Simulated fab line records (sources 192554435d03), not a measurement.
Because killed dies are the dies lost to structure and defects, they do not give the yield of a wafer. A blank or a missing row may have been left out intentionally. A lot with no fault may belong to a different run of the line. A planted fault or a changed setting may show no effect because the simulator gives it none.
Which tool did it? | flow n5-finfet | Sampling: 8 lots, 24 wafers, 9 of 1938 route steps

WHAT THE GAUGES SHOWED, per wafer
N5_FIN_SAQP_INSPECT_18: inspects for defects (brightfield).
lot  | measured    | on                | raw-defect-count
L141 | day 4 11:04 | defect-inspect-01 | 355 393 333
L142 | day 4 17:13 | defect-inspect-01 | 369 507 478
L144 | day 5 04:22 | defect-inspect-01 | 437 347 381
L145 | day 5 10:30 | defect-inspect-01 | 1188 1026 1127
L146 | day 5 16:38 | defect-inspect-02 | 945 1060 1085
L151 | day 6 22:01 | defect-inspect-02 | 528 408 408
L153 | day 7 09:58 | defect-inspect-01 | 334 278 328
L154 | day 7 17:31 | defect-inspect-01 | 399 459 328

N5_FIN_SAQP_INSPECT_40: inspects for defects (brightfield).
lot  | measured    | on                | raw-defect-count
L141 | day 4 16:49 | defect-inspect-01 | 153 222 247
L142 | day 4 22:02 | defect-inspect-02 | 340 388 413
L144 | day 5 08:32 | defect-inspect-02 | 240 207 212
L145 | day 5 14:48 | defect-inspect-01 | 769 845 858
L146 | day 5 21:03 | defect-inspect-01 | 856 871 854
L151 | day 7 02:55 | defect-inspect-02 | 298 216 237
L153 | day 7 17:30 | defect-inspect-01 | 275 164 330
L154 | day 7 23:50 | defect-inspect-02 | 193 275 209

N5_FIN_CUT_INSPECT_10: inspects for defects (brightfield).
lot  | measured    | on                | raw-defect-count
L141 | day 4 17:12 | defect-inspect-02 | 24 35 43
L142 | day 4 22:26 | defect-inspect-02 | 55 64 74
L144 | day 5 08:56 | defect-inspect-02 | 45 43 32
L145 | day 5 15:11 | defect-inspect-01 | 641 721 679
L146 | day 5 21:28 | defect-inspect-02 | 738 698 682
L151 | day 7 03:26 | defect-inspect-01 | 48 46 39
L153 | day 7 18:01 | defect-inspect-01 | 38 22 47
L154 | day 8 00:14 | defect-inspect-01 | 37 57 62

N5_FIN_CUT_INSPECT_17: inspects for defects (brightfield).
lot  | measured    | on                | raw-defect-count
L141 | day 4 18:20 | defect-inspect-02 | 143 246 261
L142 | day 4 23:31 | defect-inspect-02 | 333 397 427
L144 | day 5 10:20 | defect-inspect-01 | 245 221 226
L145 | day 5 16:08 | defect-inspect-02 | 778 843 856
L146 | day 5 22:25 | defect-inspect-01 | 865 876 869
L151 | day 7 04:23 | defect-inspect-02 | 292 222 251
L153 | day 7 19:20 | defect-inspect-01 | 274 171 331
L154 | day 8 01:11 | defect-inspect-02 | 203 301 222

N5_BEOL_M4_RC_MEAS_101.
lot  | measured     | on        | DIBL_N (mV/V)  | DIBL_P (mV/V)  | IOFF_N (nA/um)    | IOFF_P (nA/um) | ION_N (uA/um) | ION_P (uA/um) | SS_N (mV/dec)  | SS_P (mV/dec)  | VT_N (mV)   | VT_P (mV)
L141 | day 10 11:20 | prober-02 | 37.7 35.7 34.8 | 38.4 35.6 34.8 | 0.186 0.148 0.139 | 0.26 0.22 0.21 | 680 662 677   | 466 463 465   | 72.5 71.3 70.7 | 74.4 73.1 73.3 | 250 250 250 | -245 -248 -248
L142 | day 10 20:56 | prober-02 | 37.6 37.1 36.1 | 35.4 35.1 34.5 | 0.182 0.195 0.168 | 0.22 0.23 0.21 | 679 686 684   | 466 469 468   | 71.1 70.6 70.3 | 72.9 73.9 73.2 | 245 244 244 | -248 -245 -248
L144 | day 11 01:20 | prober-02 | 34.1 35.7 36.3 | 33.8 35.6 36.0 | 0.115 0.138 0.146 | 0.16 0.18 0.19 | 656 673 661   | 450 454 452   | 71.3 72.0 71.7 | 72.5 72.6 73.2 | 254 254 253 | -253 -255 -254
L145 | day 11 20:35 | prober-01 | 36.5 36.3 35.8 | 35.6 37.1 35.7 | 0.155 0.163 0.149 | 0.21 0.23 0.20 | 667 668 663   | 460 465 460   | 71.5 71.2 71.9 | 73.4 72.8 72.5 | 252 250 250 | -252 -247 -248
L146 | day 11 16:05 | prober-01 | 35.6 35.8 37.4 | 34.7 35.1 37.0 | 0.137 0.145 0.172 | 0.17 0.18 0.21 | 675 665 670   | 451 456 454   | 71.7 71.5 71.8 | 73.1 73.2 73.4 | 254 253 250 | -254 -256 -251
L151 | day 12 17:35 | prober-02 | 33.4 33.5 36.0 | 34.1 33.9 36.6 | 0.116 0.108 0.151 | 0.15 0.15 0.18 | 656 649 663   | 451 445 452   | 71.0 70.8 71.3 | 72.4 72.5 73.1 | 256 258 251 | -258 -256 -257
L153 | day 13 20:10 | prober-01 | 34.3 36.4 35.3 | 34.6 36.6 35.2 | 0.123 0.150 0.124 | 0.18 0.20 0.17 | 663 673 667   | 458 464 456   | 71.2 71.5 71.2 | 72.0 73.5 72.7 | 253 250 253 | -252 -250 -251
L154 | day 14 06:29 | prober-02 | 34.8 33.8 35.4 | 33.5 32.4 34.7 | 0.121 0.104 0.132 | 0.19 0.17 0.20 | 674 653 668   | 459 457 467   | 70.5 70.8 71.3 | 73.0 72.3 73.0 | 254 259 252 | -252 -253 -249

WHICH TOOL RAN EACH LOT (tool, then ch and the chambers of the sampled wafers, then the start)
lot  | N5_FIN_SAQP_ALD_61               | N5_FIN_SAQP_HM_DEP_03          | N5_FIN_SAQP_HM_DEP_72          | N5_FIN_SAQP_ETCH_52
L141 | ald-sin-03 ch 0,2,3, day 4 09:49 | pecvd-03 ch 0,1,2, day 4 10:14 | pecvd-03 ch 0,1,2, day 4 10:34 | rie-diel-01 ch 0,1,3, day 4 11:12
L142 | ald-sin-04 ch 0,2,3, day 4 16:05 | pecvd-03 ch 1,2, day 4 16:30   | pecvd-03 ch 0,2, day 4 16:50   | rie-diel-01 ch 0,3, day 4 17:21
L144 | ald-sin-01 ch 1,3, day 5 02:57   | pecvd-04 ch 1,2, day 5 03:31   | pecvd-03 ch 0,2, day 5 03:51   | rie-diel-06 ch 0,2, day 5 04:29
L145 | ald-sin-04 ch 0,1,2, day 5 09:01 | pecvd-03 ch 0,1,2, day 5 09:40 | pecvd-04 ch 1,2, day 5 09:59   | rie-diel-06 ch 0,1,2, day 5 10:38
L146 | ald-sin-03 ch 1,2, day 5 15:28   | pecvd-03 ch 0,1, day 5 15:53   | pecvd-03 ch 0,1,2, day 5 16:15 | rie-diel-06 ch 0,1, day 5 16:46
L151 | ald-sin-04 ch 2,3, day 6 20:36   | pecvd-04 ch 0,2, day 6 21:10   | pecvd-02 ch 0,1,2, day 6 21:30 | rie-diel-06 ch 0,3, day 6 22:08
L153 | ald-sin-01 ch 0,2,3, day 7 08:30 | pecvd-02 ch 0,1,2, day 7 09:07 | pecvd-02 ch 0,2, day 7 09:27   | rie-diel-05 ch 0,1,3, day 7 10:05
L154 | ald-sin-01 ch 0,1,2, day 7 16:09 | pecvd-02 ch 1,2, day 7 16:40   | pecvd-03 ch 0,1,2, day 7 17:00 | rie-diel-01 ch 1,2,3, day 7 17:38
- N5_FIN_SAQP_ALD_61: deposits SiO2, target thk 4 nm, pulse time 1 s, purge time 2 s.
- N5_FIN_SAQP_HM_DEP_03: deposits SiNx from SiH4/NH3/N2, target thk 38 nm, time 33.6 s.
- N5_FIN_SAQP_HM_DEP_72: deposits SiO2 from SiH4/N2O, target thk 12 nm, time 7.2 s.
- N5_FIN_SAQP_ETCH_52: etches SOC in N2/H2, target depth 100 nm, overetch 20 nm, time 150 s.

AS READ BY THE TOOLS THEMSELVES (means over the sampled wafers that have a number; for cases with no such wafer, the mark the record gives instead)
N5_FIN_SAQP_ALD_61.
lot  | tool       | heater-power-w (W) | precursor-pulse-height-rel
L141 | ald-sin-03 | 493                | 0.999
L142 | ald-sin-04 | 505                | 0.999
L144 | ald-sin-01 | 496                | 1.019
L145 | ald-sin-04 | 493                | 1.012
L146 | ald-sin-03 | 460                | 0.982
L151 | ald-sin-04 | 504                | 0.985
L153 | ald-sin-01 | 450                | 1.002
L154 | ald-sin-01 | 497                | 1.011

N5_FIN_SAQP_HM_DEP_03.
lot  | tool     | heater-power-w (W) | showerhead-plenum-p-Torr (Torr) | showerhead-vpp-V (V) | throttle-valve-pct (%)
L141 | pecvd-03 | 834                | 5.11                            | 1086                 | 40.0
L142 | pecvd-03 | 856                | 5.15                            | 1070                 | 38.8
L144 | pecvd-04 | 776                | 5.19                            | 1006                 | 40.2
L145 | pecvd-03 | 805                | 5.12                            | 1072                 | 39.9
L146 | pecvd-03 | 780                | 5.17                            | 1110                 | 40.3
L151 | pecvd-04 | 747                | 5.22                            | 1031                 | 39.5
L153 | pecvd-02 | 800                | 5.08                            | 1034                 | 36.8
L154 | pecvd-02 | 683                | 5.08                            | 1040                 | 36.6

N5_FIN_SAQP_HM_DEP_72.
lot  | tool     | heater-power-w (W) | showerhead-plenum-p-Torr (Torr) | showerhead-vpp-V (V)
L141 | pecvd-03 | 821                | 8.10                            | 1025
L142 | pecvd-03 | 886                | 8.03                            | 1030
L144 | pecvd-03 | 922                | 7.99                            | 990
L145 | pecvd-04 | 747                | 8.24                            | 983
L146 | pecvd-03 | 790                | 8.10                            | 1023
L151 | pecvd-02 | 790                | 8.03                            | 986
L153 | pecvd-02 | 797                | 8.07                            | 979
L154 | pecvd-03 | 846                | 8.10                            | 1032

N5_FIN_SAQP_ETCH_52.
lot  | tool        | bias-w (W) | drypump-motor-current-A (A) | oes-product-au (a.u.) | rf-vpp-V (V) | showerhead-plenum-p-Torr (Torr) | throttle-valve-pct (%)
L141 | rie-diel-01 | 149.7      | 5.8                         | 0.68                  | 522.7        | 2.51                            | 17.86
L142 | rie-diel-01 | 149.7      | 5.7                         | 0.72                  | 522.5        | 2.49                            | 17.72
L144 | rie-diel-06 | 149.8      | 5.1                         | 0.75                  | 526.5        | 2.64                            | 17.86
L145 | rie-diel-06 | 149.8      | 5.6                         | 0.75                  | 526.5        | 2.64                            | 17.88
L146 | rie-diel-06 | 149.9      | 5.8                         | 0.80                  | 529.0        | 2.70                            | 17.86
L151 | rie-diel-06 | 150.3      | 5.1                         | 0.72                  | 527.0        | 2.66                            | 17.95
L153 | rie-diel-05 | 149.8      | 5.5                         | 0.81                  | 525.9        | 2.59                            | 17.51
L154 | rie-diel-01 | 149.5      | 5.4                         | 0.68                  | 522.5        | 2.47                            | 17.74

THE ANSWER, worked out from the rows above alone
Rule: the lots themselves supply what counts as usual. Put in order of their means at a reading, lots are off if they are a third of the lots or fewer, leave a main group of 4 or more, and stand apart from it by a gap of 3 or more times the standard deviation of the main group's means; of several such gaps the widest counts. The tables above print the reading to a certain number of digits; a main group whose means all agree to those digits is not used. Also off: a lot with no number at a reading for which 4 or more lots have one. The other lots that the step has rows for count as sound. First the gauges in route order, then the tools' own readings, where a lot's mean is used as printed above. The first step at which some lot is off is used, and at that step the reading that is off furthest; a lot without a number counts as furthest.
Off, at N5_FIN_SAQP_INSPECT_18 on raw-defect-count: L145, L146. Main group: mean 393, sd 48.
If a tool, at a process step before that reading, ran all the lots that are off and no sound lot after the first of them, it fits. The gauges at N5_FIN_SAQP_INSPECT_18 are tried like those tools. One fits: pecvd-03 at N5_FIN_SAQP_HM_DEP_03. A fault onset in the window from L142 (day 4 16:30, its last sound lot) to L145 (day 5 09:40, its first lot off) fits.

WHAT HAD BEEN PUT IN BY THE SIMULATOR
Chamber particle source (pecvd-03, N5_FIN_SAQP_HM_DEP_03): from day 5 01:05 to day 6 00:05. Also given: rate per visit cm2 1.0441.
Lots struck among those shown: L145, L146. The rule above reached the same finding.
